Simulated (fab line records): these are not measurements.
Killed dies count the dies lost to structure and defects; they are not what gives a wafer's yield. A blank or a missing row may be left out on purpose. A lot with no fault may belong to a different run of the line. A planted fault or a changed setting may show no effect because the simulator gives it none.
One fault through the eyes of 3 desks || flow n5-finfet || only its own numbers are on each desk; what lay behind them is given at the end

THE DEFECT DESK
Lot by lot, what the route's inspections counted, given as the mean of those sampled wafers with a number. A lot is out of limits, marked OUT, if its mean lies more than 4 standard deviations from the usual mean; the brackets give that distance.
Columns: A = raw-defect-count at N5_BEOL_M5_INSPECT_58, usual 70
{"lot": "L722", "first seen here": "day 9 00:56", "A": 77}
{"lot": "L723", "first seen here": "day 9 01:22", "A": 58}
{"lot": "L728", "first seen here": "day 10 15:18", "A": 50}
{"lot": "L730", "first seen here": "day 11 12:10", "A": 68}
{"lot": "L732", "first seen here": "day 12 13:49", "A": 88}
{"lot": "L738", "first seen here": "day 13 16:03", "A": 41}
{"lot": "L745", "first seen here": "day 15 07:01", "A": 54}
{"lot": "L743", "first seen here": "day 16 01:18", "A": 38}
This desk's finding: nothing out of limits on any of the 8 lots.

FROM THE METROLOGY DESK
What the gauges read, lot by lot, whatever tool the lot ran on: means of the sampled wafers that have a number. A lot is out of limits, marked OUT, if its mean lies more than 4 standard deviations from the usual mean; the brackets give that distance. It has 13 readings; the 7 that lie furthest out on some lot are the ones shown.
Columns: A = IOFF_N at N5_BEOL_M4_RC_MEAS_101, usual 0.153 nA/um; B = IOFF_P at N5_BEOL_M4_RC_MEAS_101, usual 0.211 nA/um; C = ION_N at N5_BEOL_M4_RC_MEAS_101, usual 673 uA/um; D = ION_P at N5_BEOL_M4_RC_MEAS_101, usual 463 uA/um; E = SS_N at N5_BEOL_M4_RC_MEAS_101, usual 71.5 mV/dec; F = VT_N at N5_BEOL_M4_RC_MEAS_101, usual 250.1 mV; G = VT_P at N5_BEOL_M4_RC_MEAS_101, usual -250.2 mV
{"lot": "L722", "first seen here": "day 8 12:31", "A": 0.143, "B": 0.216, "C": 676, "D": 473, "E": 70.9, "F": 250.0, "G": -247.7}
{"lot": "L723", "first seen here": "day 8 12:46", "A": 0.147, "B": 0.185, "C": 672, "D": 458, "E": 71.7, "F": 253.1, "G": -253.2}
{"lot": "L728", "first seen here": "day 10 01:04", "A": 0.137, "B": 0.200, "C": 664, "D": 459, "E": 71.2, "F": 253.4, "G": -251.6}
{"lot": "L730", "first seen here": "day 10 23:22", "A": 0.185, "B": 0.245, "C": 683, "D": 467, "E": 71.9, "F": 248.5, "G": -246.8}
{"lot": "L732", "first seen here": "day 11 23:56", "A": 0.165, "B": 0.210, "C": 670, "D": 461, "E": 71.4, "F": 249.1, "G": -251.3}
{"lot": "L738", "first seen here": "day 13 03:16", "A": 0.175, "B": 0.259, "C": 690, "D": 476, "E": 71.3, "F": 245.7, "G": -241.9}
{"lot": "L745", "first seen here": "day 14 15:33", "A": 0.141, "B": 0.197, "C": 669, "D": 463, "E": 71.5, "F": 251.1, "G": -252.2}
{"lot": "L743", "first seen here": "day 15 11:11", "A": 0.138, "B": 0.186, "C": 663, "D": 454, "E": 70.5, "F": 249.0, "G": -252.8}
This desk's finding: nothing out of limits on any of the 8 lots.

FOR THE TOOL OWNER'S DESK: rie-diel-01
The tool's own readings at N5_BEOL_M6_ETCH_62 (etches SOC in N2/H2, target depth 110 nm, overetch 22 nm, time 165 s): means of the sampled wafers that have a number, for each lot that ran on this tool. A lot is out of limits, marked OUT, if its mean lies more than 4 standard deviations from the usual mean; the brackets give that distance.
Columns: A = drypump-motor-current-A at N5_BEOL_M6_ETCH_62, usual 5.7 A; B = n2-flow-sccm at N5_BEOL_M6_ETCH_62, usual 200.0 sccm; C = oes-product-au at N5_BEOL_M6_ETCH_62, usual 0.66 a.u.; D = rf-vpp-V at N5_BEOL_M6_ETCH_62, usual 523.6 V; E = showerhead-plenum-p-Torr at N5_BEOL_M6_ETCH_62, usual 2.53 Torr; F = throttle-valve-pct at N5_BEOL_M6_ETCH_62, usual 17.88 %
{"lot": "L722", "first seen here": "day 9 04:39", "A": 5.5, "B": 200.4, "C": 0.62, "D": 522.8, "E": 2.49, "F": 17.89}
{"lot": "L730", "first seen here": "day 11 15:09", "A": 5.5, "B": 200.2, "C": 0.67, "D": 522.7, "E": 2.48, "F": 17.79}
{"lot": "L738", "first seen here": "day 13 20:55", "A": 5.8, "B": 200.0, "C": 0.63, "D": 520.7, "E": 2.45, "F": 17.93}
This desk's finding: nothing out of limits on any of the 3 lots.

TAKEN TOGETHER
No out-of-limits result turned up at the defect desk.
Nothing out of limits was seen by the metrology desk.
Nothing out of limits was seen by the tool owner's desk.

WHAT THE SIMULATOR HAD INSERTED
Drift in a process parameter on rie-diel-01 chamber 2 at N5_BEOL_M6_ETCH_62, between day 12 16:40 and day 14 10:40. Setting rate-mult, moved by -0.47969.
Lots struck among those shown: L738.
